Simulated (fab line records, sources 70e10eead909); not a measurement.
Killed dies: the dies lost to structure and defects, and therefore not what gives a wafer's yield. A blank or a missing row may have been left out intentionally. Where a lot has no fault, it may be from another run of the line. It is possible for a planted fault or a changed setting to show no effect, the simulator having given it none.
The tool behind it: which one? + flow nandHarc + route of 1302 steps, sampled at 1 step: 7 lots, 21 wafers

## WHAT EACH GAUGE READ, for each wafer
NHARC_P_M0_CD_MEAS_09: target cd 90 nm.
| lot  | measured     | on       | cdNm (nm)      |
|------|--------------|----------|----------------|
| L288 | day 6 17:20  | cdSem-01 | 89.3 89.4 90.0 |
| L292 | day 7 23:50  | cdSem-02 | 91.4 89.9 90.2 |
| L295 | day 9 10:51  | cdSem-01 | 89.4 91.1 90.5 |
| L298 | day 11 00:26 | cdSem-02 | 91.4 89.2 90.9 |
| L305 | day 13 11:00 | cdSem-03 | 89.9 90.4 89.8 |
| L308 | day 14 18:37 | cdSem-03 | 90.6 91.0 90.6 |
| L310 | day 15 20:05 | cdSem-02 | 88.7 88.9 90.4 |

## TOOL THAT RAN EACH LOT (tool first, then ch and the chambers of the sampled wafers, then the start)
The record holds no process step before these readings.

## THE ANSWER, worked out from the rows above alone
Rule: what is usual is taken from the lots themselves. The widest of any qualifying gaps counts: lots, ordered by their means at a reading, are off when they make up no more than a third of the lots, leave a main group of 4 or more, and stand apart from it by 3 or more times the standard deviation of that group's means. If all means in a main group match to the digits the tables above print for the reading, that group is not used. Also off: a lot with no number at a reading for which 4 or more lots have one. All remaining lots with rows at the step are treated as sound.
None of the lots is off at any reading shown; this tells nothing.

## WHAT THE SIMULATOR HAD INSERTED
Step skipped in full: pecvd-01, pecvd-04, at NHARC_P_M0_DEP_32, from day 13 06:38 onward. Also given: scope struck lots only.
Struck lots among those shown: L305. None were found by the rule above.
